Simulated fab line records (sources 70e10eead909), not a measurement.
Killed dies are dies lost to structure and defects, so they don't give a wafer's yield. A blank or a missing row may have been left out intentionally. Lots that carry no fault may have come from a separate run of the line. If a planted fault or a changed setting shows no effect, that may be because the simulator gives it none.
fab line records	flow nandHarc	part 2 of 2: steps 5 to 6 of 6
record: lots: 20	wafers: 60	lastDay: 33
route steps=1302 shown A_STAIRCASE@668
lots with no fault: from the same line, run without faults
startH: start of the lot's first displayed wafer, in hours after the record's first day	waitH: hours from the lot's prior step to this one	" the same as in the row above	L1.1+2: one row covering several wafers at once	- either no value or no given start	* or withheld: withheld	< > ~ a bound
route shown NAME@n: a module of which the file shows steps, and the number in the route of the first	usual: the fault-free wafers' mean and standard deviation	same: alike in all rows	chamber/n: place in a boat	sites: readings site by site	_std_site: how widely they spread, as a standard deviation	_edge_site: outer sites' mean less inner sites'	radiusMm: for every site, how far away it sits from the centre of the wafer	mask NAME#n: copy n	behind: the tool/chamber that last shaped the wafer	hold: why the lot was held/for how many hours/how that ended	device: whichever transistor did not switch (one of n, p or np)	end of line: the same wafers' tests at the end of the route	a step given without rows: its recipe and nothing more	killed: dies that structure and defects cost at the first sort, which is not the same as the wafer's yield	map: a wafer's dies, marking killed ones x, the rest . and places with no die _
set.NAME: the setting the step ran with; set.NAME@STEP: the setting that earlier step ran with	model.NAME: the simulator's own value behind a step, which no gauge read
a sample of lots followed through the steps of the route, with each step as a table and each wafer as a row
services: the hour from which a tool's chamber was out of use, counted from the record's first day as startH (under 0 if before that day), plus the number of hours and why
== steps ==
step: NHARC_A_STAIRCASE_TRIM_26
recipe: timeS: 211.2	o2FlowSccm: 500	arFlowSccm: 0	biasW: 0	chemistry: O2
usual: chamberPressureMTorr: 60.00/0.056	drypumpMotorCurrentA: 5.7/0.55	oesProductAu: 0.999/0.0073	rfVppV: 57.7/0.95	showerheadPlenumPTorr: 3.51/0.14	throttleValvePct: 17.036/0.0091
same: biasW: 0
lot.wafer	tool	chamber	startH	waitH	chamberPressureMTorr	drypumpMotorCurrentA	oesProductAu	rfHoursCounterH	rfVppV	showerheadPlenumPTorr	throttleValvePct
L074.3	rieDiel-08	0	-	-	60.03	5.3	0.988	46	58.0	3.59	17.017
L074.1	"	2	"	"	59.98	5.6	0.997	53	56.2	3.26	17.043
L074.5	"	0	"	"	59.91	5.3	0.997	-	58.8	3.59	17.040
L076.3	rieDiel-13	3	-	-	60.02	5.2	0.999	11	56.7	3.40	17.033
L076.2	"	1	"	"	59.96	5.3	0.995	12	58.1	3.74	17.046
L076.6	"	2	"	"	60.06	5.2	0.987	-	58.3	3.46	17.045
L078.4	rieDiel-08	2	-	-	60.00	5.6	0.995	5	58.3	3.81	17.020
L078.2	"	3	"	"	59.99	6.5	1.002	6	58.1	3.59	17.044
L078.6	"	2	"	"	59.94	5.6	1.005	-	59.4	3.80	17.032
L079.2	rieDiel-08	1	-	-	60.04	6.6	0.993	12	56.5	3.33	17.036
L079.1	"	2	"	"	60.03	5.6	1.005	13	58.8	3.80	17.039
L079.4	"	0	"	"	59.97	5.3	1.007	13	58.6	3.58	17.021
L080.4	rieDiel-05	3	-	-	60.06	5.2	1.000	2	59.5	3.50	17.046
L080.6	"	2	"	"	59.94	5.1	1.000	-	56.9	3.43	17.019
L080.5	"	3	"	"	59.99	5.2	1.001	-	58.6	3.50	17.041
L081.2	rieDiel-08	1	-	-	59.90	6.6	1.007	17	57.2	3.33	17.045
L081.1	"	2	"	"	59.96	5.6	0.995	20	57.6	3.80	17.030
L081.5	"	0	"	"	59.93	5.3	1.009	-	56.9	3.58	17.046
L082.1	rieDiel-13	1	-	-	60.09	5.3	1.015	28	58.8	3.73	17.040
L082.4	"	2	"	"	60.00	5.3	0.998	31	56.8	3.45	17.033
L082.5	"	1	"	"	59.87	5.3	0.996	-	60.3	3.73	17.040
L084.1	rieDiel-05	3	-	-	59.99	5.2	1.005	14	55.8	3.50	17.055
L084.3	"	1	"	"	59.93	5.4	1.012	17	57.7	3.39	17.032
L084.5	"	3	"	"	60.11	5.2	1.001	-	57.1	3.50	17.032
L085.1	rieDiel-08	3	-	-	60.05	6.5	1.000	30	58.5	3.58	17.037
L085.2	"	0	"	"	59.96	5.3	1.009	26	58.4	3.57	17.043
L085.5	"	2	"	"	60.05	5.6	1.008	-	57.9	3.79	17.027
L086.3	rieDiel-08	1	-	-	60.05	6.6	0.996	26	59.1	3.32	17.041
L086.1	"	2	"	"	59.98	5.6	0.996	30	59.3	3.79	17.035
L086.6	"	1	"	"	60.07	6.6	0.990	-	58.7	3.32	17.042
L088.1	rieDiel-05	3	-	-	59.92	5.2	1.010	27	58.7	3.49	17.031
L088.2	"	0	"	"	60.02	5.4	1.003	31	57.7	3.47	17.026
L088.6	"	3	"	"	59.99	5.2	1.009	-	55.6	3.49	17.033
L087.3	rieDiel-08	3	-	-	59.94	6.4	1.003	36	57.8	3.57	17.041
L087.4	"	2	"	"	59.97	5.6	1.006	36	58.3	3.79	17.018
L087.6	"	3	"	"	60.05	6.5	1.002	-	58.2	3.57	17.033
L090.3	rieDiel-13	1	-	-	60.04	5.3	0.999	56	58.5	3.72	17.046
L090.6	"	3	"	"	59.96	5.2	1.001	-	58.2	3.38	17.030
L090.5	"	0	"	"	60.06	6.4	0.997	-	56.9	3.41	17.036
L089.4	rieDiel-13	3	-	-	60.08	5.2	1.001	59	58.0	3.37	17.033
L089.3	"	0	"	"	60.00	6.4	0.986	55	58.2	3.41	17.046
L089.1	"	1	"	"	59.95	5.3	1.004	58	57.3	3.72	17.054
L091.3	rieDiel-08	3	-	-	59.93	6.5	1.002	46	57.6	3.57	17.037
L091.4	"	1	"	"	60.02	6.6	1.004	45	57.0	3.31	17.044
L091.1	"	2	"	"	59.97	5.6	1.003	48	56.8	3.78	17.039
L092.3	rieDiel-05	0	-	-	59.93	5.4	1.005	44	58.4	3.46	17.037
L092.2	"	2	"	"	59.91	5.0	1.003	40	59.4	3.40	17.016
L092.6	"	3	"	"	59.96	5.3	0.997	-	58.8	3.48	17.046
L094.3	rieDiel-13	3	-	-	60.01	5.2	0.990	15	56.5	3.37	17.048
L094.4	"	0	"	"	60.03	6.3	0.985	12	56.4	3.40	17.018
L094.6	"	3	"	"	59.99	5.2	0.982	-	56.0	3.37	17.034
L095.4	rieDiel-13	3	-	-	60.07	5.2	0.992	18	57.6	3.36	17.045
L095.2	"	0	"	"	60.00	6.4	0.994	15	56.3	3.40	17.030
L095.6	"	0	"	"	60.06	6.4	0.992	-	57.9	3.40	17.038
L097.3	rieDiel-08	3	-	-	60.04	6.5	0.996	7	58.8	3.56	17.042
L097.2	"	0	"	"	60.01	5.3	1.000	5	57.4	3.56	17.038
L097.5	"	2	"	"	60.04	5.6	1.006	-	57.0	3.77	17.032
L096.3	rieDiel-08	1	-	-	59.97	6.6	0.996	5	57.5	3.31	17.043
L096.4	"	2	"	"	60.09	5.6	0.993	7	57.8	3.77	17.028
L096.6	"	1	"	"	59.96	6.6	0.994	-	58.5	3.31	17.036
step: NHARC_A_STAIRCASE_ETCH_197
recipe: targetDepthA: 1000	timeS: 40.5	ionEnergyEv: 400	c4f8FlowSccm: 20	o2FlowSccm: 10	arFlowSccm: withheld	rfW: 600	biasW: 1000	chemistry: C4F8/O2
usual: biasW: 1000.4/2.9	chamberPressureMTorr: 24.998/0.023	oesProductAu: 0.953/0.018	rfVppV: 895/5.3
lot.wafer	tool	chamber	startH	waitH	biasW	chamberPressureMTorr	oesProductAu	rfHoursCounterH	rfVppV
L074.1	rieDiel-13	1	-	-	999.0	24.993	0.946	0	905
L074.3	"	3	"	"	997.3	25.000	0.931	1	892
L074.5	"	2	"	"	1002.8	25.023	0.931	-	893
L076.2	rieDiel-08	1	-	-	1001.7	24.976	0.955	3	889
L076.3	"	3	"	"	998.7	24.963	0.969	3	898
L076.6	"	1	"	"	996.0	24.979	0.973	-	889
L078.4	rieDiel-13	2	-	-	1002.8	24.973	0.944	14	894
L078.2	"	1	"	"	997.8	24.993	0.940	16	904
L078.6	"	2	"	"	1001.7	24.988	0.948	-	892
L079.4	rieDiel-05	0	-	-	1003.3	24.998	0.931	3	894
L079.1	"	1	"	"	1002.7	25.011	0.928	3	892
L079.2	"	2	"	"	993.3	24.995	0.929	2	893
L080.4	rieDiel-13	2	-	-	1004.7	24.966	0.939	27	894
L080.5	"	2	"	"	997.8	24.958	0.948	-	895
L080.6	"	3	"	"	1001.0	24.991	0.958	-	891
L081.2	rieDiel-08	2	-	-	1001.2	25.016	0.953	20	906
L081.1	"	3	"	"	999.6	24.967	0.949	22	897
L081.5	"	1	"	"	996.7	24.992	0.944	-	889
L082.4	rieDiel-08	2	-	-	1002.7	24.982	0.954	23	907
L082.1	"	0	"	"	1004.9	24.987	0.975	20	898
L082.5	"	2	"	"	999.5	25.031	0.956	-	905
L084.1	rieDiel-05	3	-	-	1001.7	24.973	0.933	15	895
L084.3	"	0	"	"	1003.7	24.968	0.928	18	893
L084.5	"	3	"	"	1001.9	25.007	0.922	-	895
L085.1	rieDiel-05	3	-	-	998.6	24.983	0.962	18	895
L085.2	"	1	"	"	1004.1	24.976	0.976	21	891
L085.5	"	3	"	"	1001.2	25.001	0.955	-	894
L086.3	rieDiel-05	3	-	-	1001.6	25.033	0.966	19	896
L086.1	"	0	"	"	1000.0	24.993	0.979	21	894
L086.6	"	1	"	"	1004.1	25.013	0.960	-	892
L088.1	rieDiel-13	1	-	-	1002.8	25.017	0.930	53	902
L088.2	"	3	"	"	1001.8	24.981	0.920	52	891
L088.6	"	0	"	"	999.3	25.002	0.920	-	890
L087.4	rieDiel-08	1	-	-	999.0	25.018	0.973	33	888
L087.3	"	2	"	"	1001.3	24.987	0.966	37	903
L087.6	"	0	"	"	998.7	24.947	0.985	-	898
L090.3	rieDiel-08	1	-	-	1001.0	25.005	0.955	37	887
L090.6	"	1	"	"	998.4	25.024	0.961	-	888
L090.5	"	2	"	"	1003.1	24.988	0.979	-	904
L089.3	rieDiel-13	3	-	-	999.7	24.984	0.947	60	891
L089.1	"	1	"	"	998.4	24.984	0.977	59	901
L089.4	"	2	"	"	998.7	24.963	0.956	62	894
L091.1	rieDiel-08	1	-	-	995.8	24.998	0.952	47	888
L091.3	"	3	"	"	996.1	25.046	0.935	48	896
L091.4	"	0	"	"	1003.7	24.962	0.956	45	898
L092.3	rieDiel-13	3	-	-	998.8	24.988	0.947	7	890
L092.2	"	0	"	"	996.1	24.962	0.975	6	890
L092.6	"	3	"	"	1000.1	24.996	0.959	-	889
L094.3	rieDiel-08	2	-	-	1002.0	24.996	0.961	1	906
L094.4	"	0	"	"	1001.9	24.980	0.978	1	899
L094.6	"	1	"	"	999.8	24.982	0.979	-	886
L095.4	rieDiel-05	3	-	-	1001.2	25.038	0.978	54	893
L095.2	"	2	"	"	1001.6	25.018	0.967	56	891
L095.6	"	0	"	"	1003.5	25.012	0.980	-	892
L097.3	rieDiel-08	2	-	-	1003.0	24.967	0.962	8	905
L097.2	"	3	"	"	1003.4	25.034	0.961	9	897
L097.5	"	0	"	"	999.5	24.982	0.987	-	897
L096.4	rieDiel-05	2	-	-	998.9	24.992	0.961	57	889
L096.3	"	3	"	"	1002.6	24.992	0.970	55	894
L096.6	"	2	"	"	994.3	24.975	0.962	-	890
== services ==
tool	chamber	startH	hours	kind
rieDiel-08	-	332.90	0.5	repair
rieDiel-13	-	342.96	9.0	pm
rieDiel-08	0	347.65	-	clean
rieDiel-08	1	347.65	-	clean
rieDiel-08	2	347.65	-	clean
rieDiel-08	3	347.65	-	clean
rieDiel-13	-	354.30	0.8	repair
rieDiel-08	-	367.82	9.0	pm
rieDiel-08	0	367.82	9.0	ventCycle
rieDiel-08	1	367.82	9.0	ventCycle
rieDiel-08	2	367.82	9.0	ventCycle
rieDiel-08	3	367.82	9.0	ventCycle
rieDiel-08	0	376.82	-	clean
rieDiel-08	1	376.82	-	clean
rieDiel-08	2	376.82	-	clean
rieDiel-08	2	376.82	-	consumableReplace:showerhead
rieDiel-08	3	376.82	-	clean
rieDiel-05	-	392.48	0.6	repair
rieDiel-05	-	404.84	0.2	repair
rieDiel-05	-	406.60	9.0	pm
rieDiel-13	-	440.58	1.6	repair
rieDiel-13	0	459.08	2.6	repair
rieDiel-13	-	520.02	9.0	pm
rieDiel-08	-	544.82	9.0	pm
